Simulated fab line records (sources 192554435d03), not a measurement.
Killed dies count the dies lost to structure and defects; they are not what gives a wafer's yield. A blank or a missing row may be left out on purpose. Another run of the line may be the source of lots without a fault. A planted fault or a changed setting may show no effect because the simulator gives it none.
fab line records + flow n5Finfet
record
- lots=6
- wafers=18
- lastDay=18
route steps=1938 shown BEOL_M15@1802 PASSIVATION@1936
lots that met no fault: taken from a fault-free run of the same line
startH: hours from the record's first day to the start of the lot's first wafer shown + waitH: hours from the lot's prior step to this one + " as in the row above + L1.1+2: a single row standing in for several wafers + - no value present, or no start provided + * or withheld: withheld + < > ~ a bound
route shown NAME@n: names a module that has steps shown in the file, with the first one's number in the route + usual: mean/standard deviation of fault-free wafers + same: alike in all rows + chamber/n: place in a boat + sites: the reading at each site + _std_site: how widely they spread, as a standard deviation + _edge_site: outer sites' mean less inner sites' + radiusMm: for every site, how far away it sits from the centre of the wafer + mask NAME#n: copy n + behind: the tool/chamber that last shaped the wafer + hold: the reason the lot was held/the length of the hold in hours/how it ended + device: the n, p or np transistor that did not switch + end of line: tests run on the same wafers once the route is complete + step lacking rows: just its recipe + killed: at the first sort, the dies lost to defects and structure; wafer yield is something else + map: shows each die of a wafer: x if killed, . if not, _ if none is there
set.NAME: setting as actually run; set.NAME@STEP: the setting as run at that earlier step + model.NAME: the simulator's own value behind a step, which no gauge read
lots at selected steps of the route; one table per step, one row per wafer
services: the hour from which a tool's chamber was out of use, counted from the record's first day as startH (under 0 if before that day), plus the number of hours and why
## steps
# step N5_BEOL_M15_DEVELOP_27
# recipe
- developTimeS=45
- rinseLiquid=diw
- dry=airSpin
- devTempC=21
# step N5_BEOL_M15_HARDBAKE_32
# recipe
- tempC=130
- timeS=120
# step N5_BEOL_M15_CD_MEAS_28
# recipe
- targetCdNm=407.6
- landingEnergyEv=500
- detector=seInlens
# usual
- cdNm=407.9/2.2
# same
- landingEnergyEv=500
| lot.wafer | tool     | chamber | startH | waitH | cdNm  |
|-----------|----------|---------|--------|-------|-------|
| L532.1    | cdSem-02 | 0       | 279.29 | -     | 405.4 |
| L532.4    | "        | 0       | "      | "     | 405.8 |
| L532.6    | "        | 0       | "      | "     | 405.7 |
| L535.3    | cdSem-02 | 0       | 302.48 | -     | 410.5 |
| L535.4    | "        | 0       | "      | "     | 409.7 |
| L535.6    | "        | 0       | "      | "     | 410.6 |
| L547.2    | cdSem-02 | 0       | 384.08 | -     | 403.4 |
| L547.5    | "        | 0       | "      | "     | 404.7 |
| L547.6    | "        | 0       | "      | "     | 404.1 |
| L551.1    | cdSem-03 | 0       | 394.16 | -     | 408.2 |
| L551.4    | "        | 0       | "      | "     | 404.9 |
| L551.6    | "        | 0       | "      | "     | 408.8 |
| L552.4    | cdSem-02 | 0       | 414.40 | -     | 408.8 |
| L552.5    | "        | 0       | "      | "     | 409.3 |
| L552.6    | "        | 0       | "      | "     | 406.9 |
| L553.2    | cdSem-02 | 0       | 415.43 | -     | 408.7 |
| L553.4    | "        | 0       | "      | "     | 406.0 |
| L553.6    | "        | 0       | "      | "     | 409.0 |
# step N5_BEOL_M15_OVL_MEAS_29
# recipe
- pointsPerWafer=44
# usual
- M15_OVL=3/5.7
| lot.wafer | tool       | chamber | startH | waitH | M15_OVL[nm] |
|-----------|------------|---------|--------|-------|-------------|
| L532.1    | overlay-01 | 0       | 279.32 | 0.0   | 6           |
| L532.4    | "          | 0       | "      | "     | 2           |
| L532.6    | "          | 0       | "      | "     | 0           |
| L535.3    | overlay-01 | 0       | 302.51 | 0.0   | 8           |
| L535.4    | "          | 0       | "      | "     | 9           |
| L535.6    | "          | 0       | "      | "     | 2           |
| L547.2    | overlay-01 | 0       | 384.11 | 0.0   | 13          |
| L547.5    | "          | 0       | "      | "     | 8           |
| L547.6    | "          | 0       | "      | "     | 15          |
| L551.1    | overlay-02 | 0       | 394.19 | 0.0   | 4           |
| L551.4    | "          | 0       | "      | "     | 14          |
| L551.6    | "          | 0       | "      | "     | 7           |
| L552.4    | overlay-02 | 0       | 414.43 | 0.0   | -7          |
| L552.5    | "          | 0       | "      | "     | -7          |
| L552.6    | "          | 0       | "      | "     | -3          |
| L553.2    | overlay-02 | 0       | 415.46 | 0.0   | -5          |
| L553.4    | "          | 0       | "      | "     | -2          |
| L553.6    | "          | 0       | "      | "     | -5          |
# step N5_BEOL_M15_INSPECT_30
# recipe
- mode=adi
- inspectInstrument=macro
# usual
- rawDefectCount=2.4/1.6
| lot.wafer | tool             | chamber | startH | waitH | rawDefectCount |
|-----------|------------------|---------|--------|-------|----------------|
| L532.1    | defectInspect-02 | -       | 279.35 | 0.0   | 1              |
| L532.4    | "                | -       | "      | "     | 1              |
| L532.6    | "                | -       | "      | "     | 1              |
| L535.3    | defectInspect-01 | -       | 302.53 | 0.0   | 2              |
| L535.4    | "                | -       | "      | "     | 5              |
| L535.6    | "                | -       | "      | "     | 0              |
| L547.2    | defectInspect-01 | -       | 384.14 | 0.0   | 0              |
| L547.5    | "                | -       | "      | "     | 1              |
| L547.6    | "                | -       | "      | "     | 2              |
| L551.1    | defectInspect-01 | -       | 394.22 | 0.0   | 5              |
| L551.4    | "                | -       | "      | "     | 1              |
| L551.6    | "                | -       | "      | "     | 4              |
| L552.4    | defectInspect-02 | -       | 414.45 | 0.0   | 5              |
| L552.5    | "                | -       | "      | "     | 3              |
| L552.6    | "                | -       | "      | "     | 3              |
| L553.2    | defectInspect-01 | -       | 415.49 | 0.0   | 1              |
| L553.4    | "                | -       | "      | "     | 4              |
| L553.6    | "                | -       | "      | "     | 7              |
# step N5_BEOL_M15_DESCUM_33
# recipe
- chemistry=O2
- timeS=7.9
- sourcePowerW=50
- biasPowerW=20
- pressureMtorr=20
- rfFrequencyHz=2.712e+07
- tempC=40
- o2FlowSccm=225
# usual
- chamberPressureMTorr=20.000/0.017
- drypumpMotorCurrentA=5.6/0.39
- oesProductAu=0.78/0.078
- rfVppV=243.0/1.1
- showerheadPlenumPTorr=2.08/0.06
- throttleValvePct=20.43/0.22
| lot.wafer | tool       | chamber | startH | waitH | chamberPressureMTorr | drypumpMotorCurrentA | oesProductAu | rfHoursCounterH | rfVppV | showerheadPlenumPTorr | throttleValvePct |
|-----------|------------|---------|--------|-------|----------------------|----------------------|--------------|-----------------|--------|-----------------------|------------------|
| L532.1    | rieDiel-06 | 0       | 279.42 | 0.1   | 20.012               | 5.2                  | 0.77         | 137             | 242.3  | 2.01                  | 20.66            |
| L532.4    | "          | 0       | "      | "     | 20.025               | 5.2                  | 0.77         | -               | 243.5  | 2.01                  | 20.66            |
| L532.6    | "          | 3       | "      | "     | 20.009               | 5.6                  | 0.69         | -               | 245.2  | 2.17                  | 20.67            |
| L535.3    | rieDiel-05 | 2       | 302.95 | 0.4   | 19.992               | 6.2                  | 0.80         | 88              | 242.8  | 2.12                  | 20.22            |
| L535.4    | "          | 1       | "      | "     | 20.023               | 5.6                  | 0.67         | 243             | 243.3  | 2.14                  | 20.35            |
| L535.6    | "          | 2       | "      | "     | 20.008               | 6.2                  | 0.80         | -               | 243.0  | 2.12                  | 20.19            |
| L547.2    | rieDiel-05 | 3       | 384.18 | 0.0   | 19.977               | 5.1                  | 0.87         | 41              | 242.0  | 2.05                  | 20.46            |
| L547.5    | "          | 3       | "      | "     | 20.004               | 5.1                  | 0.87         | -               | 241.5  | 2.04                  | 20.45            |
| L547.6    | "          | 0       | "      | "     | 20.026               | 5.2                  | 0.77         | -               | 241.3  | 2.01                  | 20.17            |
| L551.1    | rieDiel-02 | 2       | 394.25 | 0.0   | 19.966               | 6.1                  | 0.70         | 221             | 242.4  | 2.08                  | 20.54            |
| L551.4    | "          | 3       | "      | "     | 20.003               | 5.6                  | 0.82         | 60              | 243.4  | 2.02                  | 20.20            |
| L551.6    | "          | 2       | "      | "     | 20.000               | 6.1                  | 0.71         | -               | 241.5  | 2.08                  | 20.53            |
| L552.4    | rieDiel-06 | 2       | 414.90 | 0.4   | 20.010               | 5.6                  | 0.68         | -               | 242.8  | 2.14                  | 20.52            |
| L552.5    | "          | 0       | "      | "     | 19.999               | 5.2                  | 0.73         | -               | 241.7  | 2.00                  | 20.72            |
| L552.6    | "          | 2       | "      | "     | 20.002               | 5.6                  | 0.68         | -               | 243.6  | 2.14                  | 20.53            |
| L553.2    | rieDiel-05 | 2       | 415.63 | 0.1   | 19.991               | 6.2                  | 0.76         | 126             | 243.4  | 2.11                  | 20.26            |
| L553.4    | "          | 3       | "      | "     | 19.984               | 5.1                  | 0.85         | 50              | 243.6  | 2.04                  | 20.49            |
| L553.6    | "          | 1       | "      | "     | 19.980               | 5.6                  | 0.91         | -               | 243.4  | 2.13                  | 20.17            |
# step N5_BEOL_M15_ETCH_61
# recipe
- chemistry=N2/H2
- target=BARC
- targetDepthA=890
- overetchA=267
- timeS=67.9
- ionEnergyEv=200
- pressureMtorr=30
- sourceW=840
- biasW=150
- n2FlowSccm=200
- h2FlowSccm=200
# usual
- chamberPressureMTorr=30.001/0.023
- drypumpMotorCurrentA=5.6/0.39
- oesProductAu=0.67/0.064
- rfVppV=523.4/2
- showerheadPlenumPTorr=2.53/0.073
- throttleValvePct=17.88/0.25
| lot.wafer | tool       | chamber | startH | waitH | chamberPressureMTorr | drypumpMotorCurrentA | oesProductAu | rfHoursCounterH | rfVppV | showerheadPlenumPTorr | throttleValvePct |
|-----------|------------|---------|--------|-------|----------------------|----------------------|--------------|-----------------|--------|-----------------------|------------------|
| L532.1    | rieDiel-06 | 0       | 279.45 | 0.0   | 30.040               | 5.2                  | 0.66         | 137             | 520.8  | 2.45                  | 18.19            |
| L532.4    | "          | 0       | "      | "     | 30.023               | 5.2                  | 0.66         | -               | 521.5  | 2.45                  | 18.17            |
| L532.6    | "          | 3       | "      | "     | 30.023               | 5.7                  | 0.61         | -               | 525.3  | 2.62                  | 18.01            |
| L535.3    | rieDiel-05 | 2       | 302.98 | 0.0   | 29.990               | 6.2                  | 0.69         | 88              | 522.8  | 2.59                  | 17.66            |
| L535.4    | "          | 1       | "      | "     | 29.975               | 5.6                  | 0.60         | 243             | 525.0  | 2.61                  | 17.88            |
| L535.6    | "          | 2       | "      | "     | 30.006               | 6.2                  | 0.70         | -               | 525.1  | 2.59                  | 17.66            |
| L547.2    | rieDiel-05 | 3       | 384.21 | 0.0   | 30.043               | 5.1                  | 0.74         | 41              | 522.4  | 2.47                  | 17.85            |
| L547.5    | "          | 3       | "      | "     | 30.006               | 5.1                  | 0.75         | -               | 522.7  | 2.47                  | 17.88            |
| L547.6    | "          | 0       | "      | "     | 29.987               | 5.2                  | 0.67         | -               | 521.7  | 2.42                  | 17.40            |
| L551.1    | rieDiel-02 | 2       | 394.29 | 0.0   | 29.987               | 6.1                  | 0.61         | 221             | 521.7  | 2.52                  | 17.93            |
| L551.4    | "          | 3       | "      | "     | 29.962               | 5.6                  | 0.71         | 60              | 521.4  | 2.48                  | 17.85            |
| L551.6    | "          | 2       | "      | "     | 29.979               | 6.1                  | 0.61         | -               | 522.0  | 2.52                  | 17.91            |
| L552.4    | rieDiel-06 | 2       | 414.96 | 0.0   | 29.956               | 5.6                  | 0.60         | -               | 524.8  | 2.61                  | 18.12            |
| L552.5    | "          | 0       | "      | "     | 29.995               | 5.1                  | 0.62         | -               | 520.7  | 2.43                  | 18.26            |
| L552.6    | "          | 2       | "      | "     | 29.997               | 5.6                  | 0.60         | -               | 524.4  | 2.61                  | 18.12            |
| L553.2    | rieDiel-05 | 2       | 415.67 | 0.0   | 30.000               | 6.2                  | 0.66         | 126             | 523.3  | 2.57                  | 17.73            |
| L553.4    | "          | 3       | "      | "     | 29.981               | 5.1                  | 0.74         | 50              | 521.6  | 2.46                  | 17.86            |
| L553.6    | "          | 1       | "      | "     | 30.028               | 5.6                  | 0.79         | -               | 524.6  | 2.60                  | 17.59            |
# step N5_BEOL_M15_TRENCH_ETCH_34
# recipe
- chemistry=C4F8/O2/Ar
- target=SiO2
- targetDepthA=8729.3
- heInnerTorr=15
- heOuterTorr=30
- timeS=199
- ionEnergyEv=800
- pressureMtorr=20
- sourceW=1905
- biasW=2040
- Ar_flow_sccm=400
- C4F8_flow_sccm=16
- O2_flow_sccm=12
# usual
- C4F8_flow_sccm=16.00/0.046
- chamberPressureMTorr=19.999/0.018
- drypumpMotorCurrentA=5.6/0.39
- oes_ar_750_au=0.79/0.078
- oesProductAu=0.78/0.081
- rfVppV=2227/36
- showerheadPlenumPTorr=3.42/0.09
- throttleValvePct=30.9/0.33
| lot.wafer | tool       | chamber | startH | waitH | C4F8_flow_sccm | chamberPressureMTorr | drypumpMotorCurrentA | oes_ar_750_au | oesProductAu | rfHoursCounterH | rfVppV | showerheadPlenumPTorr | throttleValvePct |
|-----------|------------|---------|--------|-------|----------------|----------------------|----------------------|---------------|--------------|-----------------|--------|-----------------------|------------------|
| L532.1    | rieDiel-06 | 0       | 279.51 | 0.0   | 16.04          | 20.004               | 5.2                  | 0.77          | 0.77         | 137             | 2274   | 3.34                  | 31.3             |
| L532.4    | "          | 0       | "      | "     | 16.01          | 20.004               | 5.1                  | 0.76          | 0.77         | -               | 2273   | 3.34                  | 31.3             |
| L532.6    | "          | 3       | "      | "     | 15.94          | 19.959               | 5.6                  | 0.70          | 0.69         | -               | 2211   | 3.53                  | 30.9             |
| L535.3    | rieDiel-05 | 2       | 303.03 | 0.0   | 15.97          | 20.019               | 6.2                  | 0.82          | 0.82         | 88              | 2286   | 3.46                  | 30.6             |
| L535.4    | "          | 1       | "      | "     | 15.97          | 20.008               | 5.6                  | 0.71          | 0.69         | 243             | 2227   | 3.50                  | 30.6             |
| L535.6    | "          | 2       | "      | "     | 15.98          | 19.992               | 6.2                  | 0.81          | 0.82         | -               | 2287   | 3.46                  | 30.6             |
| L547.2    | rieDiel-05 | 3       | 384.27 | 0.0   | 15.99          | 20.001               | 5.1                  | 0.87          | 0.88         | 41              | 2223   | 3.39                  | 31.3             |
| L547.5    | "          | 3       | "      | "     | 16.06          | 20.007               | 5.1                  | 0.87          | 0.88         | -               | 2224   | 3.39                  | 31.3             |
| L547.6    | "          | 0       | "      | "     | 15.94          | 19.985               | 5.3                  | 0.79          | 0.78         | -               | 2169   | 3.34                  | 30.8             |
| L551.1    | rieDiel-02 | 2       | 394.34 | 0.0   | 16.02          | 20.005               | 6.1                  | 0.72          | 0.72         | 221             | 2218   | 3.38                  | 30.6             |
| L551.4    | "          | 3       | "      | "     | 16.02          | 20.025               | 5.6                  | 0.83          | 0.84         | 60              | 2203   | 3.32                  | 30.6             |
| L551.6    | "          | 2       | "      | "     | 15.98          | 19.996               | 6.1                  | 0.73          | 0.72         | -               | 2218   | 3.38                  | 30.7             |
| L552.4    | rieDiel-06 | 2       | 415.09 | 0.1   | 16.02          | 20.004               | 5.6                  | 0.71          | 0.69         | -               | 2221   | 3.55                  | 31.3             |
| L552.5    | "          | 0       | "      | "     | 16.07          | 19.970               | 5.2                  | 0.73          | 0.74         | -               | 2271   | 3.32                  | 31.4             |
| L552.6    | "          | 2       | "      | "     | 16.03          | 19.980               | 5.6                  | 0.71          | 0.69         | -               | 2220   | 3.55                  | 31.3             |
| L553.2    | rieDiel-05 | 2       | 415.72 | 0.0   | 16.01          | 19.978               | 6.2                  | 0.78          | 0.77         | 126             | 2284   | 3.45                  | 30.6             |
| L553.4    | "          | 3       | "      | "     | 16.06          | 20.017               | 5.1                  | 0.85          | 0.86         | 50              | 2222   | 3.39                  | 31.3             |
| L553.6    | "          | 1       | "      | "     | 16.03          | 19.989               | 5.6                  | 0.93          | 0.93         | -               | 2225   | 3.49                  | 30.6             |
# step N5_BEOL_M15_STRIP_36
# recipe
- chemistry=O2
- powerW=600
- tempC=60
- pressureMtorr=30
- rfFrequencyHz=6e+07
- biasPowerW=0
- overashFraction=0.3
- o2FlowSccm=225
# usual
- chamberPressureMTorr=30.00/0.053
- drypumpMotorCurrentA=5.6/0.43
- oesProductAu=0.78/0.085
- rfVppV=3.5/0.95
- showerheadPlenumPTorr=2.08/0.06
- throttleValvePct=16.69/0.23
| lot.wafer | tool       | chamber | startH | waitH | chamberPressureMTorr | drypumpMotorCurrentA | oesProductAu | rfHoursCounterH | rfVppV | showerheadPlenumPTorr | throttleValvePct |
|-----------|------------|---------|--------|-------|----------------------|----------------------|--------------|-----------------|--------|-----------------------|------------------|
| L532.1    | rieDiel-05 | 2       | 285.18 | 5.5   | 30.08                | 6.2                  | 0.80         | 85              | 4.9    | 2.13                  | 16.43            |
| L532.4    | "          | 0       | "      | "     | 29.96                | 5.2                  | 0.80         | 109             | 3.2    | 2.03                  | 16.39            |
| L532.6    | "          | 3       | "      | "     | 29.99                | 5.0                  | 0.93         | -               | 3.0    | 2.06                  | 16.57            |
| L535.3    | rieDiel-02 | 1       | 303.37 | 0.1   | 30.00                | 5.7                  | 0.79         | 85              | 2.7    | 2.02                  | 16.69            |
| L535.4    | "          | 2       | "      | "     | 30.03                | 6.0                  | 0.72         | 196             | 4.6    | 2.09                  | 16.79            |
| L535.6    | "          | 0       | "      | "     | 29.95                | 5.1                  | 0.66         | -               | 2.7    | 2.16                  | 17.04            |
| L547.2    | rieDiel-05 | 0       | 385.09 | 0.6   | 30.02                | 5.2                  | 0.78         | 141             | 2.6    | 2.02                  | 16.44            |
| L547.5    | "          | 0       | "      | "     | 30.01                | 5.3                  | 0.78         | -               | 4.6    | 2.02                  | 16.45            |
| L547.6    | "          | 3       | "      | "     | 30.03                | 5.1                  | 0.87         | -               | 5.3    | 2.05                  | 16.61            |
| L551.1    | rieDiel-05 | 3       | 395.65 | 1.1   | 29.96                | 5.1                  | 0.85         | 44              | 4.1    | 2.05                  | 16.66            |
| L551.4    | "          | 2       | "      | "     | 29.93                | 6.2                  | 0.77         | 120             | 3.5    | 2.12                  | 16.51            |
| L551.6    | "          | 1       | "      | "     | 30.02                | 5.6                  | 0.93         | -               | 3.9    | 2.14                  | 16.33            |
| L552.4    | rieDiel-02 | 1       | 417.69 | 2.4   | 29.99                | 5.7                  | 0.76         | -               | 4.7    | 2.01                  | 16.73            |
| L552.5    | "          | 2       | "      | "     | 29.95                | 6.0                  | 0.69         | -               | 3.2    | 2.08                  | 16.84            |
| L552.6    | "          | 3       | "      | "     | 30.03                | 5.6                  | 0.80         | -               | 4.0    | 2.02                  | 16.46            |
| L553.2    | rieDiel-06 | 2       | 417.77 | 1.9   | 29.96                | 5.6                  | 0.69         | 248             | 3.1    | 2.14                  | 16.78            |
| L553.4    | "          | 2       | "      | "     | 30.06                | 5.6                  | 0.69         | -               | 3.1    | 2.14                  | 16.78            |
| L553.6    | "          | 2       | "      | "     | 30.06                | 5.6                  | 0.69         | -               | 3.8    | 2.14                  | 16.78            |
# step N5_BEOL_M15_STRIP_62
# recipe
- chemistry=O2
- powerW=600
- tempC=60
- pressureMtorr=30
- rfFrequencyHz=6e+07
- biasPowerW=0
- overashFraction=0.3
- o2FlowSccm=225
# usual
- chamberPressureMTorr=30.004/0.028
- drypumpMotorCurrentA=5.6/0.43
- oesProductAu=0.78/0.085
- rfVppV=3.6/0.52
- showerheadPlenumPTorr=2.08/0.06
- throttleValvePct=16.69/0.23
| lot.wafer | tool       | chamber | startH | waitH | chamberPressureMTorr | drypumpMotorCurrentA | oesProductAu | rfHoursCounterH | rfVppV | showerheadPlenumPTorr | throttleValvePct |
|-----------|------------|---------|--------|-------|----------------------|----------------------|--------------|-----------------|--------|-----------------------|------------------|
| L532.1    | rieDiel-05 | 2       | -      | -     | 29.971               | 6.2                  | 0.81         | 85              | 4.4    | 2.13                  | 16.40            |
| L532.4    | "          | 0       | "      | "     | 30.017               | 5.2                  | 0.82         | 109             | 3.1    | 2.03                  | 16.38            |
| L532.6    | "          | 3       | "      | "     | 29.986               | 5.1                  | 0.91         | -               | 3.9    | 2.06                  | 16.59            |
| L535.3    | rieDiel-02 | 1       | -      | -     | 29.995               | 5.7                  | 0.81         | 85              | 3.4    | 2.02                  | 16.71            |
| L535.4    | "          | 2       | "      | "     | 29.976               | 6.1                  | 0.72         | 196             | 3.2    | 2.09                  | 16.79            |
| L535.6    | "          | 0       | "      | "     | 29.988               | 5.1                  | 0.68         | -               | 4.0    | 2.16                  | 17.03            |
| L547.2    | rieDiel-05 | 0       | -      | -     | 30.067               | 5.2                  | 0.79         | 141             | 3.8    | 2.02                  | 16.45            |
| L547.5    | "          | 0       | "      | "     | 30.013               | 5.2                  | 0.78         | -               | 3.7    | 2.02                  | 16.43            |
| L547.6    | "          | 3       | "      | "     | 29.987               | 5.1                  | 0.86         | -               | 4.0    | 2.05                  | 16.64            |
| L551.1    | rieDiel-05 | 3       | -      | -     | 30.013               | 5.1                  | 0.86         | 44              | 4.2    | 2.05                  | 16.64            |
| L551.4    | "          | 2       | "      | "     | 29.994               | 6.2                  | 0.77         | 120             | 3.1    | 2.11                  | 16.48            |
| L551.6    | "          | 1       | "      | "     | 30.013               | 5.6                  | 0.92         | -               | 3.6    | 2.14                  | 16.33            |
| L552.4    | rieDiel-02 | 1       | -      | -     | 29.999               | 5.7                  | 0.76         | -               | 3.1    | 2.01                  | 16.77            |
| L552.5    | "          | 2       | "      | "     | 30.054               | 6.0                  | 0.69         | -               | 3.9    | 2.08                  | 16.86            |
| L552.6    | "          | 3       | "      | "     | 29.988               | 5.6                  | 0.81         | -               | 3.6    | 2.02                  | 16.46            |
| L553.2    | rieDiel-06 | 2       | -      | -     | 30.003               | 5.6                  | 0.68         | 249             | 4.0    | 2.14                  | 16.77            |
| L553.4    | "          | 2       | "      | "     | 30.071               | 5.6                  | 0.69         | -               | 3.0    | 2.14                  | 16.78            |
| L553.6    | "          | 2       | "      | "     | 29.967               | 5.6                  | 0.69         | -               | 3.3    | 2.14                  | 16.77            |
# step N5_BEOL_M15_STRIP_37
# recipe
- chemistry=O2
- powerW=600
- tempC=60
- pressureMtorr=30
- rfFrequencyHz=6e+07
- biasPowerW=0
- overashFraction=0.3
- o2FlowSccm=225
# step N5_BEOL_M15_ETCH_38
# recipe
- chemistry=CF4/N2
- target=SiCN
- targetDepthA=1064
- taperDeg=2
- timeS=120.5
- ionEnergyEv=150
- maskMaterial=SiO2
- pressureMtorr=40
- sourceW=430
- biasW=70
- Ar_flow_sccm=100
- cf4FlowSccm=60
- n2FlowSccm=60
# usual
- chamberPressureMTorr=40.00/0.037
- drypumpMotorCurrentA=5.6/0.43
- oesProductAu=0.79/0.089
- rfVppV=381.9/1.7
- showerheadPlenumPTorr=2.19/0.059
- throttleValvePct=15.47/0.25
| lot.wafer | tool       | chamber | startH | waitH | chamberPressureMTorr | drypumpMotorCurrentA | oesProductAu | rfHoursCounterH | rfVppV | showerheadPlenumPTorr | throttleValvePct | model.etch.depthNm |
|-----------|------------|---------|--------|-------|----------------------|----------------------|--------------|-----------------|--------|-----------------------|------------------|--------------------|
| L532.1    | rieDiel-05 | 2       | 285.30 | -     | 40.00                | 6.2                  | 0.82         | 85              | 382.0  | 2.22                  | 15.13            | 96.43              |
| L532.4    | "          | 0       | "      | "     | 39.99                | 5.3                  | 0.80         | 109             | 379.4  | 2.14                  | 15.18            | 95.81              |
| L532.6    | "          | 3       | "      | "     | 39.98                | 5.1                  | 0.92         | -               | 381.8  | 2.18                  | 15.37            | 95.53              |
| L535.3    | rieDiel-02 | 1       | 303.49 | -     | 40.05                | 5.7                  | 0.79         | 85              | 379.4  | 2.14                  | 15.55            | 93.17              |
| L535.4    | "          | 2       | "      | "     | 40.01                | 6.0                  | 0.75         | 196             | 381.2  | 2.18                  | 15.49            | 99.03              |
| L535.6    | "          | 0       | "      | "     | 39.97                | 5.1                  | 0.67         | -               | 384.8  | 2.28                  | 15.88            | 92.82              |
| L547.2    | rieDiel-05 | 0       | 385.21 | -     | 39.95                | 5.2                  | 1.02         | 141             | 380.8  | 2.13                  | 15.26            | 144.2              |
| L547.5    | "          | 0       | "      | "     | 40.05                | 5.3                  | 1.02         | -               | 378.8  | 2.13                  | 15.25            | 144.7              |
| L547.6    | "          | 3       | "      | "     | 39.96                | 5.1                  | 1.13         | -               | 381.7  | 2.17                  | 15.43            | 142.9              |
| L551.1    | rieDiel-05 | 3       | 395.77 | -     | 40.02                | 5.1                  | 1.12         | 44              | 381.6  | 2.17                  | 15.44            | 142                |
| L551.4    | "          | 2       | "      | "     | 40.00                | 6.2                  | 1.02         | 120             | 383.5  | 2.21                  | 15.21            | 144.6              |
| L551.6    | "          | 1       | "      | "     | 39.99                | 5.6                  | 1.24         | -               | 384.7  | 2.25                  | 15.12            | 148.7              |
| L552.4    | rieDiel-02 | 1       | 417.86 | -     | 39.98                | 5.6                  | 0.75         | -               | 381.6  | 2.13                  | 15.63            | 93.46              |
| L552.5    | "          | 2       | "      | "     | 39.98                | 6.0                  | 0.72         | -               | 381.5  | 2.17                  | 15.56            | 98.83              |
| L552.6    | "          | 3       | "      | "     | 39.94                | 5.6                  | 0.82         | -               | 380.4  | 2.13                  | 15.23            | 98.84              |
| L553.2    | rieDiel-06 | 2       | 417.95 | -     | 39.99                | 5.6                  | 0.70         | 249             | 384.0  | 2.27                  | 15.64            | 96.4               |
| L553.4    | "          | 2       | "      | "     | 40.00                | 5.6                  | 0.69         | -               | 382.9  | 2.27                  | 15.64            | 95.54              |
| L553.6    | "          | 2       | "      | "     | 39.94                | 5.6                  | 0.70         | -               | 381.9  | 2.27                  | 15.62            | 96.39              |
# step N5_BEOL_M15_PRECLEAN_39
# recipe
- chemistry=residueRemover
- timeS=60
- tempC=40
# step N5_PASSIVATION_PROBE_49
# usual
- defectLimitedYield=91.0/1.5
- killed_at_M0_to_M3=35/11
- killed_at_M4_up=13/5
- killedAtContacts=12/5.9
- killedAtFrontEnd=42/13
- killedAtOther=3/3.2
- killedDies=106/18
- killedOpen=69/13
- killedShort=35/8.9
- sort_bin_5_function=5.2/0.95
- sort_bin_6_memory=3.3/0.71
- sortNPass=1074/18
- sortYieldPct=91.0/1.5
# same
- grossDies=1180
- killedAtBackSide=0
- sort_bin_4_leakage[%]=0
- sort_bin_8_speed[%]=0
| lot.wafer | tool      | chamber | startH | waitH | defectLimitedYield[%] | killed_at_M0_to_M3 | killed_at_M4_up | killedAtContacts | killedAtFrontEnd | killedAtOther | killedDies | killedOpen | killedShort | sort_bin_5_function[%] | sort_bin_6_memory[%] | sortNPass | sortYieldPct[%] |
|-----------|-----------|---------|--------|-------|-----------------------|--------------------|-----------------|------------------|------------------|---------------|------------|------------|-------------|------------------------|----------------------|-----------|-----------------|
| L553.2    | prober-02 | -       | 436.13 | 0.1   | 92.4                  | 34                 | 9               | 16               | 31               | 0             | 90         | 65         | 25          | 4.5                    | 2.9                  | 1090      | 92.4            |
| L553.6    | prober-02 | -       | 436.33 | 0.3   | 93.0                  | 32                 | 8               | 18               | 23               | 2             | 83         | 60         | 22          | 3.7                    | 3.1                  | 1097      | 93.0            |
# killed by level:class
L553.2 MOL_CONTACT_COAG:geometricParticle:open=13 STI_FIN_REVEAL:geometricParticle:open=12 DUMMY_GATE:geometricParticle:open=7 BEOL_M0_SAQP:geometricParticle:short=7 BEOL_M2:geometricParticle:open=6 BEOL_M3:geometricParticle:open=6 BEOL_M0_SAQP:geometricParticle:open=5 BEOL_M3:geometricParticle:short=4
L553.6 MOL_CONTACT_COAG:geometricParticle:open=16 BEOL_M0_SAQP:geometricParticle:open=11 BEOL_M0_SAQP:geometricParticle:short=9 BEOL_M4:geometricParticle:open=5 STI_FIN_REVEAL:geometricParticle:open=4 STARTING-WAFER:geometricParticle:open=4 GATE_CUT:geometricParticle:short=3 GATE_CUT:geometricParticle:open=3
## services
| tool       | chamber | startH | hours | kind                        |
|------------|---------|--------|-------|-----------------------------|
| rieDiel-02 | -       | 257.56 | 0.3   | repair                      |
| rieDiel-05 | 2       | 260.27 | 5.0   | repair                      |
| rieDiel-02 | 0       | 271.01 | 5.8   | repair                      |
| rieDiel-06 | 1       | 271.31 | -     | clean                       |
| rieDiel-06 | 1       | 271.31 | -     | consumableReplace:focusRing |
| rieDiel-06 | 1       | 271.31 | 32.9  | scheduledDown               |
| rieDiel-06 | 1       | 271.31 | 32.9  | ventCycle                   |
| rieDiel-06 | -       | 295.07 | 0.1   | repair                      |
| rieDiel-05 | 3       | 319.91 | 10.7  | repair                      |
| rieDiel-02 | 1       | 328.63 | 4.6   | repair                      |
| rieDiel-05 | 1       | 330.59 | -     | clean                       |
| rieDiel-05 | 1       | 330.59 | -     | consumableReplace:focusRing |
| rieDiel-05 | 1       | 330.59 | 19.4  | scheduledDown               |
| rieDiel-05 | 1       | 330.59 | 19.4  | ventCycle                   |
| rieDiel-02 | 0       | 358.37 | 6.8   | repair                      |
| rieDiel-05 | -       | 361.43 | 1.6   | repair                      |
| rieDiel-02 | -       | 370.37 | 2.8   | pm                          |
| rieDiel-06 | 3       | 406.45 | -     | clean                       |
| rieDiel-06 | 3       | 406.45 | -     | consumableReplace:focusRing |
| rieDiel-06 | 3       | 406.45 | 24.5  | scheduledDown               |
| rieDiel-06 | 3       | 406.45 | 24.5  | ventCycle                   |
| rieDiel-06 | 1       | 410.30 | 9.1   | repair                      |
| rieDiel-02 | 0       | 413.90 | -     | clean                       |
| rieDiel-02 | 0       | 413.90 | -     | consumableReplace:focusRing |
## key
firstSign
- step=N5_BEOL_M15_ETCH_38
- reading=oesProductAu
- direction=up
- sigmas=3.4
- usual=0.79
- struck=1.09
effect none on later readings
modelEffect
- step=N5_BEOL_M15_ETCH_38
- value=etch.depthNm
- without=97.15
- struck=144.5
metAt N5_BEOL_M15_ETCH_38
struckWafers L547.2,L547.5,L547.6,L551.1,L551.4,L551.6
onsetBetween 285.30 385.21
fault
- kind=processParameterDrift
- tool=rieDiel-05
- chamber=-
- onsetH=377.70
- steps=N5_BEOL_M15_ETCH_38
- channel=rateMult
- offset=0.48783
- shape=step
- endH=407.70
